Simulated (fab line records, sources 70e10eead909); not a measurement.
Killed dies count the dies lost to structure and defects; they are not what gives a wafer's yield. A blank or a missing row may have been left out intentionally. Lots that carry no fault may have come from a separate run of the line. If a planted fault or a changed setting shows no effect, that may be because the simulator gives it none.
fab line records ; flow nandHarc
[record] lots = 12; wafers = 36; lastDay = 25
route steps=1159 shown A_SLIT@796 A_WL_FILL@829 END@1159
lots that met no fault: taken from a fault-free run of the same line
startH: the number of hours between the record's first day and the start of the first shown wafer of the lot ; waitH: hours from the lot's prior step to this one ; " repeats the value in the row above ; L1.1+2: a row that stands for several wafers ; - value missing, or start not given ; * or withheld: withheld ; < > ~ a bound
route shown NAME@n: a module of which the file shows steps, and the number in the route of the first ; usual: mean/standard deviation taken from wafers without a fault ; same: alike in all rows ; chamber/n: place in a boat ; sites: each site's reading ; _std_site: the values' standard deviation ; _edge_site: inner sites' mean taken away from outer sites' mean ; radiusMm: for every site, how far away it sits from the centre of the wafer ; mask NAME#n: copy n ; behind: the last tool/chamber to shape the wafer ; hold: what put the lot on hold/how long, in hours/how the hold closed ; device: transistor that didn't switch, given as n, p or np ; end of line: tests of these same wafers at the route's end ; step lacking rows: just its recipe ; killed: not the wafer's yield, but the dies lost to structure and defects at the first sort ; map: a wafer's dies, x killed, . not, _ none there
set.NAME: the setting that was run; set.NAME@STEP: the one run at that earlier step ; model.NAME: the simulator's own value behind a step, which no gauge read
route steps across a sampled set of lots; one table per step, one row per wafer
services: when a tool's chamber went out of use (startH, in hours from the record's first day, below 0 if earlier), for how many hours, and the reason
[[steps]]
[step NHARC_A_SLIT_ETCH_17]
[recipe] biasV = 900; sourceW = withheld; pressureMtorr = 20; arFlowSccm = 375; c4f8FlowSccm = 83.3; o2FlowSccm = 41.7; timeS = 1687.5; targetDepthA = 1.01e+05; chemistry = C4F8/O2/Ar
[usual] drypumpMotorCurrentA = 6.1/0.37; showerheadPlenumPTorr = 3.78/0.044; throttleValvePct = 32.046/0.0093
lot.wafer;tool;chamber;startH;waitH;drypumpMotorCurrentA;rfHoursCounterH;showerheadPlenumPTorr;throttleValvePct
L458.1;harEtch-01;1;322.97;-;6.2;0;3.80;32.049
L458.4;harEtch-01;1;322.97;-;6.2;-;3.80;32.050
L458.5;harEtch-01;1;322.97;-;6.2;-;3.80;32.049
L459.2;harEtch-02;0;332.23;-;5.5;174;3.84;32.050
L459.4;harEtch-02;0;332.23;-;5.5;-;3.84;32.029
L459.6;harEtch-02;0;332.23;-;5.5;-;3.84;32.036
L466.2;harEtch-02;0;362.67;-;5.5;188;3.83;32.062
L466.3;harEtch-02;1;362.67;-;6.2;-;3.83;32.031
L466.6;harEtch-02;0;362.67;-;5.5;-;3.83;32.040
L470.1;harEtch-01;0;395.76;-;6.5;30;3.72;32.053
L470.2;harEtch-01;1;395.76;-;6.2;30;3.78;32.046
L470.4;harEtch-01;0;395.76;-;6.5;-;3.72;32.046
L471.1;harEtch-02;1;395.95;-;6.2;206;3.82;32.041
L471.4;harEtch-02;0;395.95;-;5.5;-;3.82;32.047
L471.5;harEtch-02;0;395.95;-;5.5;-;3.82;32.035
L469.1;harEtch-01;0;408.51;-;6.5;36;3.71;32.061
L469.3;harEtch-01;1;408.51;-;6.3;-;3.78;32.051
L469.6;harEtch-01;1;408.51;-;6.2;-;3.78;32.037
L472.3;harEtch-01;0;410.85;-;6.5;-;3.71;32.047
L472.4;harEtch-01;1;410.85;-;6.2;-;3.78;32.040
L472.5;harEtch-01;1;410.85;-;6.2;-;3.78;32.052
L475.2;harEtch-02;1;417.07;-;6.2;216;3.82;32.032
L475.4;harEtch-02;1;417.07;-;6.2;-;3.82;32.042
L475.6;harEtch-02;0;417.07;-;5.5;-;3.82;32.035
L474.1;harEtch-02;0;418.74;-;5.5;218;3.82;32.041
L474.3;harEtch-02;0;418.74;-;5.5;-;3.82;32.057
L474.6;harEtch-02;0;418.74;-;5.5;-;3.82;32.060
L477.2;harEtch-02;1;429.16;-;6.2;219;3.82;32.049
L477.4;harEtch-02;1;429.16;-;6.2;-;3.82;32.026
L477.3;harEtch-02;0;429.16;-;5.5;-;3.82;32.059
L478.4;harEtch-01;1;443.82;-;6.2;-;3.77;32.054
L478.6;harEtch-01;1;443.82;-;6.2;-;3.77;32.062
L478.5;harEtch-01;0;443.82;-;6.5;-;3.70;32.030
L480.4;harEtch-02;0;466.46;-;5.5;-;3.81;32.033
L480.3;harEtch-02;1;466.46;-;6.2;-;3.81;32.054
L480.5;harEtch-02;0;466.46;-;5.5;-;3.80;32.049
[step NHARC_A_SLIT_ETCH_26]
[recipe] biasV = 400; sourceW = 2000; pressureMtorr = 25; timeS = 90; arFlowSccm = 375; c4f8FlowSccm = 41.7; o2FlowSccm = 83.3; targetDepthA = 4000; chemistry = C4F8/O2/Ar
[usual] drypumpMotorCurrentA = 6.1/0.37; showerheadPlenumPTorr = 3.82/0.045; throttleValvePct = 27.621/0.0095
lot.wafer;tool;chamber;startH;waitH;drypumpMotorCurrentA;rfHoursCounterH;showerheadPlenumPTorr;throttleValvePct
L458.1;harEtch-01;1;324.48;1.3;6.2;1;3.83;27.630
L458.4;harEtch-01;1;324.48;1.3;6.2;-;3.83;27.625
L458.5;harEtch-01;1;324.48;1.3;6.2;-;3.83;27.637
L459.2;harEtch-02;0;333.50;1.0;5.5;175;3.88;27.626
L459.4;harEtch-02;0;333.50;1.0;5.5;-;3.88;27.637
L459.6;harEtch-02;0;333.50;1.0;5.5;-;3.88;27.619
L466.2;harEtch-02;0;363.95;1.0;5.4;190;3.87;27.624
L466.3;harEtch-02;1;363.95;1.0;6.2;-;3.87;27.617
L466.6;harEtch-02;0;363.95;1.0;5.5;-;3.87;27.605
L470.1;harEtch-01;0;397.22;1.2;6.5;31;3.75;27.625
L470.2;harEtch-01;1;397.22;1.2;6.2;31;3.82;27.613
L470.4;harEtch-01;0;397.22;1.2;6.5;-;3.75;27.633
L471.1;harEtch-02;1;397.40;1.2;6.2;207;3.86;27.625
L471.4;harEtch-02;0;397.40;1.2;5.5;-;3.86;27.624
L471.5;harEtch-02;0;397.40;1.2;5.5;-;3.86;27.620
L469.1;harEtch-01;0;410.01;1.2;6.5;37;3.75;27.616
L469.3;harEtch-01;1;410.01;1.2;6.2;-;3.81;27.620
L469.6;harEtch-01;1;410.01;1.2;6.2;-;3.81;27.615
L472.3;harEtch-01;0;411.89;0.8;6.5;-;3.75;27.614
L472.4;harEtch-01;1;411.89;0.8;6.2;-;3.81;27.621
L472.5;harEtch-01;1;411.89;0.8;6.3;-;3.81;27.609
L475.2;harEtch-02;1;418.55;1.2;6.2;218;3.85;27.636
L475.4;harEtch-02;1;418.55;1.2;6.2;-;3.85;27.609
L475.6;harEtch-02;0;418.55;1.2;5.5;-;3.85;27.607
L474.1;harEtch-02;0;420.22;1.2;5.5;219;3.85;27.622
L474.3;harEtch-02;0;420.22;1.2;5.5;-;3.85;27.617
L474.6;harEtch-02;0;420.22;1.2;5.5;-;3.85;27.619
L477.2;harEtch-02;1;430.68;1.3;6.2;221;3.85;27.617
L477.4;harEtch-02;1;430.68;1.3;6.2;-;3.85;27.628
L477.3;harEtch-02;0;430.68;1.3;5.5;-;3.85;27.613
L478.4;harEtch-01;1;444.88;0.8;6.3;-;3.80;27.633
L478.6;harEtch-01;1;444.88;0.8;6.2;-;3.80;27.615
L478.5;harEtch-01;0;444.88;0.8;6.5;-;3.74;27.610
L480.4;harEtch-02;0;467.51;0.8;5.5;-;3.84;27.621
L480.3;harEtch-02;1;467.51;0.8;6.2;-;3.84;27.613
L480.5;harEtch-02;0;467.51;0.8;5.5;-;3.84;27.628
[step NHARC_A_SLIT_ETCH_29]
[recipe] targetDepthA = 1000; overetchA = 100; timeS = 55; ionEnergyEv = 100; cf4FlowSccm = 80; o2FlowSccm = 20; arFlowSccm = 0; rfW = 300; biasW = 100; chemistry = CF4/O2
[usual] drypumpMotorCurrentA = 5.9/0.32; oesProductAu = 1.002/0.0072; rfVppV = 197.7/1.5; showerheadPlenumPTorr = 1.33/0.057; throttleValvePct = 13.398/0.0099
lot.wafer;tool;chamber;startH;waitH;drypumpMotorCurrentA;oesProductAu;rfHoursCounterH;rfVppV;showerheadPlenumPTorr;throttleValvePct
L458.1;rieDiel-10;2;325.10;0.1;6.0;1.011;11;194.8;1.28;13.399
L458.4;rieDiel-10;1;325.10;0.1;5.2;1.005;12;197.4;1.35;13.401
L458.5;rieDiel-10;3;325.10;0.1;6.0;1.012;-;196.0;1.25;13.393
L459.2;rieDiel-05;2;334.13;0.1;6.0;0.998;13;196.8;1.34;13.412
L459.6;rieDiel-05;2;334.13;0.1;6.0;1.007;-;197.0;1.34;13.389
L459.4;rieDiel-05;3;334.13;0.1;5.6;1.012;-;198.7;1.43;13.385
L466.2;rieDiel-10;3;364.56;0.1;5.9;1.007;0;194.8;1.25;13.393
L466.3;rieDiel-10;1;364.56;0.1;5.2;1.011;0;199.1;1.35;13.398
L466.6;rieDiel-10;2;364.56;0.1;6.0;1.002;-;197.2;1.28;13.404
L470.2;rieDiel-10;1;397.83;0.1;5.2;1.010;2;197.4;1.35;13.398
L470.4;rieDiel-10;3;397.83;0.1;5.9;1.006;2;196.1;1.25;13.386
L470.1;rieDiel-10;0;397.83;0.1;5.8;0.998;2;199.3;1.39;13.397
L471.4;rieDiel-05;0;398.02;0.1;5.8;0.991;3;196.1;1.29;13.407
L471.1;rieDiel-05;1;398.02;0.1;5.1;1.023;3;196.7;1.26;13.379
L471.5;rieDiel-05;1;398.02;0.1;5.1;1.001;-;197.0;1.26;13.408
L469.1;rieDiel-11;0;410.62;0.1;6.0;1.003;2;196.1;1.32;13.413
L469.3;rieDiel-11;1;410.62;0.1;6.2;1.001;3;196.9;1.28;13.393
L469.6;rieDiel-11;1;410.62;0.1;6.2;1.000;-;197.8;1.28;13.379
L472.3;rieDiel-11;0;412.44;0.1;6.1;1.006;2;197.3;1.32;13.396
L472.4;rieDiel-11;3;412.44;0.1;6.0;1.008;2;199.3;1.38;13.391
L472.5;rieDiel-11;0;412.44;0.1;6.1;1.005;-;197.7;1.32;13.404
L475.2;rieDiel-11;2;419.16;0.1;5.9;0.999;3;198.9;1.40;13.386
L475.4;rieDiel-11;1;419.16;0.1;6.2;1.012;3;196.2;1.28;13.414
L475.6;rieDiel-11;3;419.16;0.1;6.0;0.995;-;199.4;1.38;13.404
L474.3;rieDiel-11;2;420.83;0.1;5.9;1.001;4;199.2;1.40;13.389
L474.1;rieDiel-11;1;420.83;0.1;6.2;1.003;3;197.1;1.28;13.384
L474.6;rieDiel-11;2;420.83;0.1;5.9;0.999;-;199.3;1.40;13.396
L477.2;rieDiel-11;0;431.30;0.1;6.1;1.019;3;197.1;1.32;13.388
L477.4;rieDiel-11;1;431.30;0.1;6.3;1.003;4;197.1;1.28;13.398
L477.3;rieDiel-11;2;431.30;0.1;5.9;1.007;4;200.1;1.40;13.394
L478.4;rieDiel-11;3;445.44;0.1;6.1;0.999;5;199.8;1.38;13.410
L478.6;rieDiel-11;1;445.44;0.1;6.3;1.002;-;196.1;1.28;13.403
L478.5;rieDiel-11;2;445.44;0.1;5.9;0.999;-;198.8;1.40;13.400
L480.3;rieDiel-11;1;468.06;0.1;6.3;0.994;7;197.0;1.28;13.384
L480.4;rieDiel-11;2;468.06;0.1;5.9;1.004;8;199.7;1.40;13.394
L480.5;rieDiel-11;2;468.06;0.1;5.9;1.003;-;197.9;1.40;13.405
[step NHARC_A_WL_FILL_ETCHBACK_26]
[recipe] targetDepthA = 520; timeS = 13.3; hbrFlowSccm = 150; rfW = 350; icpW = 350; biasW = 60; chemistry = HBr
[usual] drypumpMotorCurrentA = 5.6/0.56; oesProductAu = 0.999/0.0067; runLengthS = 34.4/0.42; throttleValvePct = 23.267/0.009
lot.wafer;tool;chamber;startH;waitH;drypumpMotorCurrentA;oesProductAu;rfHoursCounterH;runLengthS;throttleValvePct
L458.1;rieSi-02;2;353.82;0.4;6.4;0.994;0.9;34.9;23.253
L458.4;rieSi-02;3;353.82;0.4;5.1;1.005;1.1;34.7;23.252
L458.5;rieSi-02;1;353.82;0.4;5.7;1.006;-;34.8;23.271
L459.2;rieSi-02;0;366.30;0.4;6.0;1.003;1.1;34.2;23.278
L459.4;rieSi-02;1;366.30;0.4;5.7;1.004;1.1;35.3;23.273
L459.6;rieSi-02;0;366.30;0.4;6.0;1.001;-;34.5;23.268
L466.2;rieSi-06;3;398.04;0.4;5.2;1.007;0.3;33.7;23.265
L466.3;rieSi-06;2;398.04;0.4;5.5;1.008;0.2;34.6;23.277
L466.6;rieSi-06;3;398.04;0.4;5.2;0.998;-;33.7;23.265
L470.4;rieSi-04;1;430.83;0.4;4.8;1.005;1.1;34.1;23.259
L470.2;rieSi-04;2;430.83;0.4;5.8;0.998;1.1;33.7;23.269
L470.1;rieSi-04;0;430.83;0.4;5.5;0.994;0.9;34.2;23.271
L471.1;rieSi-02;3;430.85;0.4;5.1;0.994;0.2;31.3;23.267
L471.4;rieSi-02;0;430.85;0.4;6.0;0.990;0.2;34.4;23.250
L471.5;rieSi-02;2;430.85;0.4;6.4;1.002;-;31.6;23.257
L469.1;rieSi-02;3;441.00;0.4;5.1;0.981;0.3;31.4;23.262
L469.3;rieSi-02;1;441.00;0.4;5.7;0.990;0.2;34.7;23.271
L469.6;rieSi-02;3;441.00;0.4;5.1;0.992;-;34.4;23.273
L472.4;rieSi-04;0;445.06;0.4;5.5;1.002;1.0;34.5;23.275
L472.3;rieSi-04;2;445.06;0.4;5.8;0.993;1.2;33.9;23.254
L472.5;rieSi-04;3;445.06;0.4;6.5;0.999;-;34.2;23.270
L474.1;rieSi-06;3;448.20;0.4;5.2;1.001;0.7;33.7;23.287
L474.3;rieSi-06;1;448.20;0.4;4.8;0.992;0.7;33.9;23.279
L474.6;rieSi-06;3;448.20;0.4;5.3;0.998;-;33.8;23.261
L475.4;rieSi-06;0;450.59;0.4;6.0;0.992;0.8;34.8;23.260
L475.2;rieSi-06;2;450.59;0.4;5.5;1.000;0.6;34.8;23.263
L475.6;rieSi-06;1;450.59;0.4;4.8;1.001;-;34.0;23.258
L477.3;rieSi-04;2;465.04;0.4;5.8;1.003;0;33.7;23.266
L477.2;rieSi-04;3;465.04;0.4;6.5;1.000;0;34.4;23.255
L477.4;rieSi-04;2;465.04;0.4;5.8;1.008;-;33.9;23.268
L478.4;rieSi-04;0;476.56;0.4;5.5;1.012;0.1;34.4;23.282
L478.5;rieSi-04;0;476.56;0.4;5.5;1.004;-;34.5;23.269
L478.6;rieSi-04;1;476.56;0.4;4.8;1.007;-;34.1;23.283
L480.4;rieSi-02;3;494.19;0.4;5.1;0.986;0.8;34.4;23.257
L480.3;rieSi-02;1;494.19;0.4;5.7;1.001;0.7;34.8;23.252
L480.5;rieSi-02;3;494.19;0.4;5.1;0.991;-;34.8;23.267
[step NHARC_END_SORT_01]
[recipe] tempC = 25
[usual] killedAtArray = 27/11; killedAtOther = 0.7/0.93; killedAtPeriphery = 2.9/1.9; killedDies = 30/11; killedOpen = 3.1/1.7; killedShort = 1.9/1.3
[same] grossDies = 677
lot.wafer;tool;chamber;startH;waitH;killedAtArray;killedAtOther;killedAtPeriphery;killedDies;killedOpen;killedShort
L471.1;prober-01;0;506.50;2.5;26;2;3;31;1;2
L471.4;prober-01;0;508.86;3.4;41;1;4;46;4;4
L471.5;prober-01;0;509.65;3.6;33;1;6;40;6;6
L470.1;prober-02;0;506.50;2.5;25;0;1;26;4;0
L472.4;prober-01;0;536.80;3.4;25;1;0;26;2;0
L474.1;prober-01;0;549.60;2.5;27;1;2;30;3;2
L474.3;prober-01;0;551.18;3.1;37;0;1;38;3;0
L474.6;prober-01;0;553.55;3.9;27;0;0;27;1;1
L475.2;prober-02;0;550.49;2.8;31;2;2;35;4;3
L475.4;prober-02;0;552.07;3.4;35;1;2;38;2;2
L475.6;prober-02;0;553.65;3.9;43;1;3;47;2;4
// killed by level:class
L471.1 A_SLIT:chamberFilmFlake=10 A_CONTACT:chamberFilmFlake=5 A_STAIRCASE:chamberFilmFlake=4 A_CHANNEL_HOLE_D1:chamberFilmFlake=3 P_M1:chamberFilmFlake=2 THIN_TSV:chamberFilmFlake=2 P_M0:geometricParticle:short=1 A_SOURCE_PLATE:geometricParticle:short=1
L470.1 A_CHANNEL_HOLE_D1:chamberFilmFlake=19 A_CONTACT:geometricParticle:open=3 P_M0:geometricParticle:open=1 A_STAIRCASE:chamberFilmFlake=1 A_SGD_CUT:chamberFilmFlake=1 A_CONTACT:chamberFilmFlake=1
L471.4 A_SLIT:chamberFilmFlake=17 A_CHANNEL_HOLE_D1:chamberFilmFlake=9 A_CONTACT:chamberFilmFlake=6 A_CONTACT:geometricParticle:short=2 A_BLC:geometricParticle:open=2 P_M1:chamberFilmFlake=2 A_STAIRCASE:chamberFilmFlake=2 P_CONTACT:geometricParticle:open=1
L471.5 A_SLIT:chamberFilmFlake=18 A_CHANNEL_HOLE_D1:chamberFilmFlake=4 A_CONTACT:chamberFilmFlake=3 A_WL_FILL:geometricParticle:short=2 P_ZERO_WELL:chamberFilmFlake=2 P_GATE:geometricParticle:short=1 P_GATE:geometricParticle:open=1 P_CONTACT:geometricParticle:open=1
L472.4 A_CHANNEL_HOLE_D1:chamberFilmFlake=18 A_CONTACT:chamberFilmFlake=3 A_STAIRCASE:chamberFilmFlake=2 A_WL_FILL:geometricParticle:open=1 A_CONTACT:geometricParticle:open=1 THIN_TSV:chamberFilmFlake=1
L474.1 A_SLIT:chamberFilmFlake=11 A_CHANNEL_HOLE_D1:chamberFilmFlake=4 A_CONTACT:geometricParticle:open=3 A_CONTACT:chamberFilmFlake=3 A_M1:chamberFilmFlake=3 A_ONON_D1:geometricParticle:short=1 A_WL_FILL:geometricParticle:short=1 P_GATE:chamberFilmFlake=1
L475.2 A_CHANNEL_HOLE_D1:chamberFilmFlake=13 A_SLIT:chamberFilmFlake=13 A_SOURCE_PLATE:geometricParticle:short=2 A_CONTACT:geometricParticle:open=2 THIN_TSV:chamberFilmFlake=2 P_GATE:geometricParticle:open=1 P_CONTACT:geometricParticle:open=1 A_CONTACT:geometricParticle:short=1
L474.3 A_SLIT:chamberFilmFlake=21 A_CHANNEL_HOLE_D1:chamberFilmFlake=5 A_M1:chamberFilmFlake=5 A_CONTACT:chamberFilmFlake=3 P_GATE:geometricParticle:open=1 A_CONTACT:geometricParticle:open=1 A_M0:geometricParticle:open=1 A_WL_FILL:chamberFilmFlake=1
L475.4 A_CHANNEL_HOLE_D1:chamberFilmFlake=18 A_SLIT:chamberFilmFlake=11 A_CONTACT:chamberFilmFlake=2 P_STI:geometricParticle:short=1 A_ONON_D1:geometricParticle:open=1 A_WL_FILL:geometricParticle:open=1 A_M0:geometricParticle:short=1 P_ZERO_WELL:chamberFilmFlake=1
L474.6 A_SLIT:chamberFilmFlake=12 A_CHANNEL_HOLE_D1:chamberFilmFlake=6 A_CONTACT:chamberFilmFlake=3 A_M1:chamberFilmFlake=3 A_ONON_D1:geometricParticle:short=1 A_CONTACT:geometricParticle:open=1 A_STAIRCASE:chamberFilmFlake=1
L475.6 A_CHANNEL_HOLE_D1:chamberFilmFlake=20 A_SLIT:chamberFilmFlake=19 P_GATE:geometricParticle:short=1 P_CONTACT:geometricParticle:open=1 A_CHANNEL_HOLE_D1:geometricParticle:short=1 A_CHANNEL_HOLE_D1:geometricParticle:open=1 A_CHANNEL_FILL_D1:geometricParticle:short=1 A_STAIRCASE:geometricParticle:short=1
[[services]]
tool;chamber;startH;hours;kind
harEtch-01;-;305.97;17.0;pm
rieSi-02;2;327.49;6.5;repair
rieSi-02;2;335.20;14.2;repair
rieDiel-11;3;337.36;2.3;repair
rieDiel-05;-;340.60;9.0;pm
rieDiel-10;-;353.56;9.0;pm
rieSi-04;0;355.85;14.6;repair
rieSi-06;-;360.00;9.0;pm
rieDiel-11;-;366.59;9.0;pm
rieSi-02;3;379.62;6.0;repair
harEtch-01;-;381.77;1.7;repair
rieDiel-10;1;387.89;8.2;repair
rieSi-02;-;388.07;9.0;pm
rieSi-04;2;394.95;5.3;repair
rieSi-06;1;395.93;1.7;repair
rieDiel-05;-;433.74;21.9;repair
rieSi-02;-;444.62;0.5;repair
rieSi-04;3;446.36;2.8;repair
rieSi-04;-;453.00;9.0;pm
rieSi-06;2;453.55;11.3;repair
rieDiel-10;0;461.30;3.4;repair
rieSi-04;1;464.93;8.7;repair
rieDiel-05;3;467.74;11.9;repair
rieDiel-11;2;474.17;2.4;repair
[[key]]
[firstSign] step = NHARC_A_WL_FILL_ETCHBACK_26; reading = runLengthS; direction = down; sigmas = 7.1; usual = *; struck = *
effect none on later readings
metAt NHARC_A_WL_FILL_ETCHBACK_26
struckLots L469,L471
struckWafers L469.1,L471.1,L471.5
testerLeftOut L469,L471
notActingAt NHARC_A_SLIT_ETCH_17,NHARC_A_SLIT_ETCH_26,NHARC_A_SLIT_ETCH_29
onsetBetween 366.30 430.85
[fault] kind = processParameterDrift; tool = rieSi-02; chamber = -; onsetH = 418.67; steps = NHARC_A_WL_FILL_ETCHBACK_26; channel = timeS; offset = *; shape = step; endH = 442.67; scope = struckWafersOnly; actsIn = *; stated = *
// testerLeftOut: of these lots the tester's yield and bins aren't shown, on N5 and GAA mostly nor the transistor test; their killed dies are dies lost to structure and defects alone, not to doping, threshold or leakage, so they don't give the yield
